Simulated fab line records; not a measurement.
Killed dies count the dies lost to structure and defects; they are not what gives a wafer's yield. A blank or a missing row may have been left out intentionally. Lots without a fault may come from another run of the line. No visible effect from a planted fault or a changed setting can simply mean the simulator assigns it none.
fab line records | flow nand_harc
record: lots: 14 | wafers: 42 | last_day: 32
route steps=1302 shown P_BONDPAD@385 A_START@389 A_ONON_D1@424 A_CHANNEL_HOLE_D1@451 END@1302
lots with no fault: from the same line, run without faults
start_h: start of the lot's first displayed wafer, in hours after the record's first day | wait_h: hours elapsed since this lot's preceding step | " unchanged from the row above | L1.1+2: several wafers, shown together as one row | - no value, or no start given | * or withheld: withheld | < > ~ a bound
route shown NAME@n: NAME is a module with steps in the file, n the number in the route of the first one | usual: mean/standard deviation taken from wafers without a fault | same: alike in all rows | chamber/n: place in a boat | sites: each site's reading | _std_site: their standard deviation | _edge_site: inner sites' mean taken away from outer sites' mean | radius_mm: for every site, how far away it sits from the centre of the wafer | mask NAME#n: copy n | behind: the tool/chamber that last shaped the wafer | hold: what put the lot on hold/how long, in hours/how the hold closed | device: transistor that didn't switch, given as n, p or np | end of line: the same wafers' tests at the end of the route | step lacking rows: just its recipe | killed: count of dies lost to structure and defects at first sort (not the wafer's yield) | map: per-die view of a wafer (x killed, . not killed, _ where there is no die)
set.NAME: setting as actually run; set.NAME@STEP: the setting as run at that earlier step | model.NAME: the simulator's own value behind a step, which no gauge read
a sample of lots followed through the steps of the route, with each step as a table and each wafer as a row
services: a tool's chamber out of use, with start hour (start_h, from the record's first day; less than 0 if before it), hours out, and reason
== steps ==
step: NHARC_P_BONDPAD_INSPECT_23
usual: raw_defect_count: 358/120
lot.wafer | tool              | chamber | start_h | wait_h | raw_defect_count
L551.1    | defect_inspect-01 | -       | 140.95  | 0.0    | 374
L551.2    | "                 | -       | "       | "      | 381
L551.6    | "                 | -       | "       | "      | 513
L552.1    | defect_inspect-01 | -       | 145.94  | 0.0    | 504
L552.3    | "                 | -       | "       | "      | 402
L552.6    | "                 | -       | "       | "      | 423
L553.2    | defect_inspect-01 | -       | 154.83  | 0.0    | 279
L553.3    | "                 | -       | "       | "      | 306
L553.4    | "                 | -       | "       | "      | 393
L554.1    | defect_inspect-01 | -       | 165.40  | 0.0    | 659
L554.5    | "                 | -       | "       | "      | 418
L554.6    | "                 | -       | "       | "      | 573
L556.2    | defect_inspect-02 | -       | 186.80  | 0.0    | 240
L556.5    | "                 | -       | "       | "      | 345
L556.6    | "                 | -       | "       | "      | 312
L563.1    | defect_inspect-02 | -       | 256.88  | 0.0    | 279
L563.2    | "                 | -       | "       | "      | 306
L563.3    | "                 | -       | "       | "      | 403
L564.4    | defect_inspect-02 | -       | 267.01  | 0.0    | 299
L564.5    | "                 | -       | "       | "      | 275
L564.6    | "                 | -       | "       | "      | 461
L566.3    | defect_inspect-02 | -       | 281.73  | 0.0    | 367
L566.5    | "                 | -       | "       | "      | 325
L566.6    | "                 | -       | "       | "      | 339
L565.1    | defect_inspect-02 | -       | 283.16  | 0.0    | 239
L565.3    | "                 | -       | "       | "      | 256
L565.4    | "                 | -       | "       | "      | 225
L567.1    | defect_inspect-02 | -       | 306.38  | 0.0    | 225
L567.3    | "                 | -       | "       | "      | 308
L567.5    | "                 | -       | "       | "      | 219
L568.1    | defect_inspect-01 | -       | 308.85  | 0.0    | 352
L568.2    | "                 | -       | "       | "      | 277
L568.5    | "                 | -       | "       | "      | 343
L569.1    | defect_inspect-02 | -       | 325.33  | 0.0    | 403
L569.2    | "                 | -       | "       | "      | 483
L569.4    | "                 | -       | "       | "      | 223
L570.1    | defect_inspect-02 | -       | 334.49  | 0.0    | 532
L570.5    | "                 | -       | "       | "      | 375
L570.6    | "                 | -       | "       | "      | 289
L571.1    | defect_inspect-01 | -       | 345.49  | 0.0    | 449
L571.4    | "                 | -       | "       | "      | 398
L571.6    | "                 | -       | "       | "      | 472
step: NHARC_A_START_INSPECT_01
usual: raw_defect_count: 3.3/2
lot.wafer | tool              | chamber | start_h | wait_h | raw_defect_count
L551.1    | defect_inspect-02 | -       | 141.42  | -      | 2
L551.2    | "                 | -       | "       | "      | 5
L551.6    | "                 | -       | "       | "      | 2
L552.1    | defect_inspect-01 | -       | 146.40  | -      | 5
L552.3    | "                 | -       | "       | "      | 5
L552.6    | "                 | -       | "       | "      | 8
L553.2    | defect_inspect-01 | -       | 155.30  | -      | 1
L553.3    | "                 | -       | "       | "      | 2
L553.4    | "                 | -       | "       | "      | 4
L554.1    | defect_inspect-01 | -       | 165.86  | -      | 2
L554.5    | "                 | -       | "       | "      | 5
L554.6    | "                 | -       | "       | "      | 6
L556.2    | defect_inspect-01 | -       | 187.26  | -      | 4
L556.5    | "                 | -       | "       | "      | 5
L556.6    | "                 | -       | "       | "      | 2
L563.1    | defect_inspect-02 | -       | 257.34  | -      | 5
L563.2    | "                 | -       | "       | "      | 0
L563.3    | "                 | -       | "       | "      | 3
L564.4    | defect_inspect-01 | -       | 267.47  | -      | 4
L564.5    | "                 | -       | "       | "      | 0
L564.6    | "                 | -       | "       | "      | 4
L566.3    | defect_inspect-02 | -       | 282.20  | -      | 5
L566.5    | "                 | -       | "       | "      | 1
L566.6    | "                 | -       | "       | "      | 5
L565.1    | defect_inspect-02 | -       | 283.62  | -      | 2
L565.3    | "                 | -       | "       | "      | 2
L565.4    | "                 | -       | "       | "      | 5
L567.1    | defect_inspect-02 | -       | 306.85  | -      | 5
L567.3    | "                 | -       | "       | "      | 8
L567.5    | "                 | -       | "       | "      | 4
L568.1    | defect_inspect-02 | -       | 309.32  | -      | 0
L568.2    | "                 | -       | "       | "      | 5
L568.5    | "                 | -       | "       | "      | 6
L569.1    | defect_inspect-02 | -       | 325.79  | -      | 1
L569.2    | "                 | -       | "       | "      | 1
L569.4    | "                 | -       | "       | "      | 1
L570.1    | defect_inspect-01 | -       | 334.96  | -      | 2
L570.5    | "                 | -       | "       | "      | 8
L570.6    | "                 | -       | "       | "      | 3
L571.1    | defect_inspect-01 | -       | 345.96  | -      | 4
L571.4    | "                 | -       | "       | "      | 1
L571.6    | "                 | -       | "       | "      | 1
step: NHARC_A_ONON_D1_DEP_00
recipe: target_thk_a: 10000 | n2_flow_sccm: 2750 | n2o_flow_sccm: 2000 | nh3_flow_sccm: 500 | sih4_flow_sccm: 210 | temp_c: 400
usual: n2o_flow_sccm: 2000/5.3
lot.wafer | tool          | chamber | start_h | wait_h | n2o_flow_sccm
L551.1    | pecvd_onon-01 | 0       | 163.76  | 0.1    | 2000
L551.2    | "             | 0       | "       | "      | 2004
L551.6    | "             | 0       | "       | "      | 1998
L552.1    | pecvd_onon-01 | 0       | 170.99  | 0.1    | 2000
L552.3    | "             | 0       | "       | "      | 2004
L552.6    | "             | 0       | "       | "      | 1990
L553.2    | pecvd_onon-01 | 0       | 180.28  | 0.1    | 1996
L553.3    | "             | 0       | "       | "      | 2008
L553.4    | "             | 0       | "       | "      | 1998
L554.1    | pecvd_onon-01 | 0       | 190.76  | 0.1    | 1999
L554.5    | "             | 0       | "       | "      | 2007
L554.6    | "             | 0       | "       | "      | 2000
L556.2    | pecvd_onon-01 | 0       | 211.91  | 0.1    | 2001
L556.5    | "             | 0       | "       | "      | 2008
L556.6    | "             | 0       | "       | "      | 2000
L563.1    | pecvd_onon-03 | 0       | 278.56  | 0.1    | 1997
L563.2    | "             | 0       | "       | "      | 1999
L563.3    | "             | 0       | "       | "      | 2004
L564.4    | pecvd_onon-02 | 0       | 290.53  | 0.3    | 2003
L564.5    | "             | 0       | "       | "      | 2003
L564.6    | "             | 0       | "       | "      | 2010
L565.1    | pecvd_onon-01 | 0       | 304.51  | 0.1    | 2000
L565.3    | "             | 0       | "       | "      | 2002
L565.4    | "             | 0       | "       | "      | 2003
L566.3    | pecvd_onon-03 | 0       | 304.63  | 0.2    | 2004
L566.5    | "             | 0       | "       | "      | 2000
L566.6    | "             | 0       | "       | "      | 2000
L568.1    | pecvd_onon-01 | 0       | 329.39  | 0.1    | 1991
L568.2    | "             | 0       | "       | "      | 1994
L568.5    | "             | 0       | "       | "      | 1982
L567.1    | pecvd_onon-03 | 0       | 329.39  | 0.1    | 1999
L567.3    | "             | 0       | "       | "      | 2002
L567.5    | "             | 0       | "       | "      | 2002
L569.1    | pecvd_onon-01 | 0       | 348.20  | 0.1    | 2001
L569.2    | "             | 0       | "       | "      | 1997
L569.4    | "             | 0       | "       | "      | 1988
L570.1    | pecvd_onon-03 | 0       | 359.77  | 0.1    | 1989
L570.5    | "             | 0       | "       | "      | 1997
L570.6    | "             | 0       | "       | "      | 1995
L571.1    | pecvd_onon-01 | 0       | 367.37  | 0.1    | 1999
L571.4    | "             | 0       | "       | "      | 1998
L571.6    | "             | 0       | "       | "      | 1998
step: NHARC_A_ONON_D1_THK_MEAS_02
recipe: thk_meas_gauge: ellipsometry
usual: thk_nm: 999/9.6
lot.wafer | tool          | chamber | start_h | wait_h | thk_nm
L551.1    | film_metro-01 | -       | 164.26  | -      | 997
L551.2    | "             | -       | "       | "      | 999
L551.6    | "             | -       | "       | "      | 998
L552.1    | film_metro-02 | -       | 171.50  | -      | 971
L552.3    | "             | -       | "       | "      | 969
L552.6    | "             | -       | "       | "      | 971
L553.2    | film_metro-01 | -       | 180.73  | -      | 614
L553.3    | "             | -       | "       | "      | 613
L553.4    | "             | -       | "       | "      | 614
L554.1    | film_metro-01 | -       | 191.27  | -      | 622
L554.5    | "             | -       | "       | "      | 621
L554.6    | "             | -       | "       | "      | 622
L556.2    | film_metro-01 | -       | 212.36  | -      | 614
L556.5    | "             | -       | "       | "      | 614
L556.6    | "             | -       | "       | "      | 614
L563.1    | film_metro-01 | -       | 279.07  | -      | 1000
L563.2    | "             | -       | "       | "      | 1001
L563.3    | "             | -       | "       | "      | 1001
L564.4    | film_metro-01 | -       | 290.87  | -      | 1002
L564.5    | "             | -       | "       | "      | 1001
L564.6    | "             | -       | "       | "      | 1002
L566.3    | film_metro-02 | -       | 305.02  | -      | 997
L566.5    | "             | -       | "       | "      | 997
L566.6    | "             | -       | "       | "      | 996
L565.1    | film_metro-01 | -       | 305.03  | -      | 1004
L565.3    | "             | -       | "       | "      | 1003
L565.4    | "             | -       | "       | "      | 1003
L567.1    | film_metro-01 | -       | 329.90  | -      | 983
L567.3    | "             | -       | "       | "      | 984
L567.5    | "             | -       | "       | "      | 982
L568.1    | film_metro-02 | -       | 329.91  | -      | 1010
L568.2    | "             | -       | "       | "      | 1010
L568.5    | "             | -       | "       | "      | 1010
L569.1    | film_metro-01 | -       | 348.72  | -      | 986
L569.2    | "             | -       | "       | "      | 986
L569.4    | "             | -       | "       | "      | 986
L570.1    | film_metro-01 | -       | 360.29  | -      | 991
L570.5    | "             | -       | "       | "      | 990
L570.6    | "             | -       | "       | "      | 988
L571.1    | film_metro-01 | -       | 367.88  | -      | 998
L571.4    | "             | -       | "       | "      | 998
L571.6    | "             | -       | "       | "      | 1000
step: NHARC_A_CHANNEL_HOLE_D1_DEP_01
recipe: target_thk_a: 1400 | target_thk_nm: 140 | temp_c: 400 | pressure_torr: 3.5 | flow_sccm: 200 | rf_w: 350 | material: SiON
usual: heater_power_w: 733/110
lot.wafer | tool     | chamber | start_h | wait_h | heater_power_w
L551.2    | pecvd-04 | 1       | 180.65  | 1.3    | 676
L551.1    | "        | 2       | "       | "      | 664
L551.6    | "        | 2       | "       | "      | 659
L552.3    | pecvd-04 | 0       | 186.97  | 1.0    | 780
L552.1    | "        | 1       | "       | "      | 693
L552.6    | "        | 1       | "       | "      | 681
L563.1    | pecvd-04 | 0       | 295.17  | 1.6    | 773
L563.3    | "        | 1       | "       | "      | 646
L563.2    | "        | 2       | "       | "      | 581
L564.4    | pecvd-01 | 0       | 309.69  | 0.7    | 676
L564.6    | "        | 1       | "       | "      | 678
L564.5    | "        | 2       | "       | "      | 672
L566.3    | pecvd-04 | 1       | 322.90  | 1.0    | 725
L566.5    | "        | 2       | "       | "      | 633
L566.6    | "        | 0       | "       | "      | 781
L565.1    | pecvd-02 | 1       | 323.28  | 1.7    | 663
L565.3    | "        | 0       | "       | "      | 1023
L565.4    | "        | 0       | "       | "      | 1007
L567.1    | pecvd-04 | 1       | 345.78  | 1.6    | 729
L567.3    | "        | 2       | "       | "      | 657
L567.5    | "        | 1       | "       | "      | 705
L568.2    | pecvd-02 | 2       | 345.78  | 1.3    | 730
L568.1    | "        | 0       | "       | "      | 946
L568.5    | "        | 1       | "       | "      | 715
L569.1    | pecvd-02 | 1       | 366.48  | 1.6    | 676
L569.2    | "        | 0       | "       | "      | 1054
L569.4    | "        | 0       | "       | "      | 1023
L570.1    | pecvd-02 | 2       | 378.38  | 1.6    | 695
L570.5    | "        | 2       | "       | "      | 707
L570.6    | "        | 1       | "       | "      | 789
L571.1    | pecvd-02 | 0       | 385.11  | 1.7    | 1072
L571.4    | "        | 1       | "       | "      | 649
L571.6    | "        | 0       | "       | "      | 1107
step: NHARC_END_SORT_01
recipe: temp_c: 25
usual: killed_at_array: 46/15 | killed_at_other: 0.8/1.1 | killed_at_periphery: 4.0/2.9 | killed_dies: 50/15 | killed_open: 3.2/1.8 | killed_short: 2.3/1.6
same: gross_dies: 677
lot.wafer | tool      | chamber | start_h | wait_h | killed_at_array | killed_at_other | killed_at_periphery | killed_dies | killed_open | killed_short
L554.1    | prober-01 | 0       | 584.65  | 2.5    | 668             | 2               | 7                   | 677         | 4           | 2
L554.5    | prober-01 | 0       | 587.81  | 3.7    | 666             | 1               | 10                  | 677         | 5           | 5
L554.6    | prober-01 | 0       | 588.60  | 3.9    | 668             | 0               | 9                   | 677         | 3           | 3
L553.2    | prober-02 | 0       | 585.48  | 2.8    | 673             | 0               | 4                   | 677         | 4           | 4
L553.3    | prober-02 | 0       | 586.29  | 3.1    | 675             | 0               | 2                   | 677         | 1           | 2
L553.4    | prober-02 | 0       | 587.10  | 3.4    | 677             | 0               | 0                   | 677         | 3           | 3
L556.2    | prober-02 | 0       | 602.42  | 2.8    | 671             | 1               | 5                   | 677         | 7           | 1
L556.5    | prober-02 | 0       | 604.85  | 3.7    | 672             | 0               | 5                   | 677         | 3           | 2
L556.6    | prober-02 | 0       | 605.66  | 4.1    | 670             | 1               | 6                   | 677         | 7           | 0
killed by level:class
L554.1 A_ONON_D1:area_dep=610 A_CHANNEL_HOLE_D2:chamber_film_flake=27 A_CHANNEL_HOLE_D1:chamber_film_flake=18 A_STAIRCASE:chamber_film_flake=4 P_GATE:chamber_film_flake=2 P_CONTACT:chamber_film_flake=2 P_M2:chamber_film_flake=2 THIN_TSV:chamber_film_flake=2
L553.2 A_ONON_D1:area_dep=619 A_CHANNEL_HOLE_D1:chamber_film_flake=22 A_CHANNEL_HOLE_D2:chamber_film_flake=7 A_SGD_CUT:chamber_film_flake=7 A_WL_FILL:geometric_particle:short=3 A_CHANNEL_FILL_D1:chamber_film_flake=3 P_ZERO_WELL:chamber_film_flake=2 A_STAIRCASE:chamber_film_flake=2
L553.3 A_ONON_D1:area_dep=631 A_CHANNEL_HOLE_D1:chamber_film_flake=22 A_CHANNEL_HOLE_D2:chamber_film_flake=5 A_CHANNEL_FILL_D1:chamber_film_flake=4 A_STAIRCASE:chamber_film_flake=3 A_SGD_CUT:chamber_film_flake=3 P_GATE:chamber_film_flake=2 A_WL_FILL:chamber_film_flake=2
L553.4 A_ONON_D1:area_dep=631 A_CHANNEL_HOLE_D1:chamber_film_flake=18 A_CHANNEL_HOLE_D2:chamber_film_flake=7 A_SGD_CUT:chamber_film_flake=7 A_CONTACT:chamber_film_flake=3 A_CHANNEL_FILL_D1:geometric_particle:open=2 A_STAIRCASE:chamber_film_flake=2 A_M1:chamber_film_flake=2
L554.5 A_ONON_D1:area_dep=620 A_CHANNEL_HOLE_D2:chamber_film_flake=19 A_CHANNEL_HOLE_D1:chamber_film_flake=14 P_CONTACT:chamber_film_flake=5 A_CHANNEL_FILL_D1:geometric_particle:short=2 A_CHANNEL_FILL_D2:geometric_particle:open=2 P_M2:chamber_film_flake=2 A_STAIRCASE:chamber_film_flake=2
L554.6 A_ONON_D1:area_dep=614 A_CHANNEL_HOLE_D2:chamber_film_flake=30 A_CHANNEL_HOLE_D1:chamber_film_flake=15 P_CONTACT:chamber_film_flake=3 A_WL_FILL:geometric_particle:short=2 P_GATE:chamber_film_flake=2 A_WL_FILL:chamber_film_flake=2 P_CONTACT:geometric_particle:open=1
L556.2 A_ONON_D1:area_dep=607 A_CHANNEL_HOLE_D2:chamber_film_flake=25 A_SLIT:chamber_film_flake=16 A_CHANNEL_HOLE_D1:chamber_film_flake=11 A_M1:chamber_film_flake=3 P_M1:chamber_film_flake=2 P_CONTACT:geometric_particle:open=1 P_M0:geometric_particle:open=1
L556.5 A_ONON_D1:area_dep=619 A_SLIT:chamber_film_flake=23 A_CHANNEL_HOLE_D1:chamber_film_flake=11 A_CHANNEL_HOLE_D2:chamber_film_flake=11 P_M1:chamber_film_flake=4 A_STAIRCASE:chamber_film_flake=2 A_CONTACT:chamber_film_flake=2 P_M0:geometric_particle:open=1
L556.6 A_ONON_D1:area_dep=600 A_CHANNEL_HOLE_D2:chamber_film_flake=31 A_CHANNEL_HOLE_D1:chamber_film_flake=15 A_SLIT:chamber_film_flake=13 P_GATE:chamber_film_flake=3 A_CONTACT:chamber_film_flake=3 A_ONON_D2:geometric_particle:open=2 A_CHANNEL_FILL_D2:geometric_particle:open=2
== services ==
tool          | chamber | start_h | hours | kind
pecvd-04      | -       | 177.88  | 2.7   | repair
pecvd_onon-02 | -       | 185.00  | 13.0  | pm
pecvd-01      | 0       | 206.99  | 4.3   | repair
pecvd-04      | 0       | 223.41  | 10.9  | repair
pecvd-02      | -       | 227.00  | 13.0  | pm
pecvd-02      | 0       | 227.00  | 13.0  | vent_cycle
pecvd-02      | 1       | 227.00  | 13.0  | vent_cycle
pecvd-02      | 2       | 227.00  | 13.0  | vent_cycle
pecvd_onon-03 | -       | 227.04  | 13.0  | pm
pecvd-04      | -       | 235.14  | 0.9   | repair
pecvd-02      | 0       | 240.00  | -     | clean
pecvd-02      | 1       | 240.00  | -     | clean
pecvd-02      | 2       | 240.00  | -     | clean
pecvd_onon-02 | -       | 243.80  | 2.7   | repair
pecvd-04      | 0       | 253.61  | 21.7  | repair
pecvd-02      | -       | 261.93  | 0.3   | repair
pecvd_onon-01 | -       | 269.07  | 13.0  | pm
pecvd-04      | -       | 269.17  | 13.0  | pm
pecvd-04      | 1       | 269.17  | 13.0  | vent_cycle
pecvd-04      | 2       | 269.17  | 13.0  | vent_cycle
pecvd-04      | 0       | 285.88  | 3.3   | repair
pecvd-01      | -       | 316.85  | 13.0  | pm
pecvd-01      | 2       | 365.08  | 4.3   | repair
pecvd_onon-02 | -       | 366.00  | 13.0  | pm
== key ==
first_sign: step: NHARC_A_ONON_D1_THK_MEAS_02 | reading: thk_nm | direction: down | sigmas: 40 | usual: 999 | struck: 617
effect: step: NHARC_END_SORT_01 | reading: killed_at_array | direction: up | sigmas: 41 | usual: 46 | struck: 671
more_kills_born_at: NHARC_A_ONON_D1_DEP_00@pecvd_onon-01: 5551
met_at NHARC_A_ONON_D1_DEP_00
struck_lots L553,L554,L556
struck_wafers L553.2,L553.3,L553.4,L554.1,L554.5,L554.6,L556.2,L556.5,L556.6
later_rows_left_out L553.2,L553.3,L553.4,L554.1,L554.5,L554.6,L556.2,L556.5,L556.6
tester_left_out L553,L554,L556
not_acting_at NHARC_P_BONDPAD_INSPECT_23,NHARC_A_START_INSPECT_01,NHARC_A_CHANNEL_HOLE_D1_DEP_01
onset_between 170.99 180.28
fault: kind: process_parameter_drift | tool: pecvd_onon-01 | chamber: 0 | onset_h: 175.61 | steps: NHARC_A_ONON_D1_DEP_00 | channel: target_thk_a | offset: * | shape: step | end_h: 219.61 | acts_in: * | stated: *
tester_left_out: of these lots the tester's yield and bins aren't shown, on N5 and GAA mostly nor the transistor test; their killed dies are dies lost to structure and defects alone, not to doping, threshold or leakage, so they don't give the yield
later_rows_left_out: the simulator's readings of these wafers behind a module that went badly wrong aren't trusted and aren't shown, but for the sort
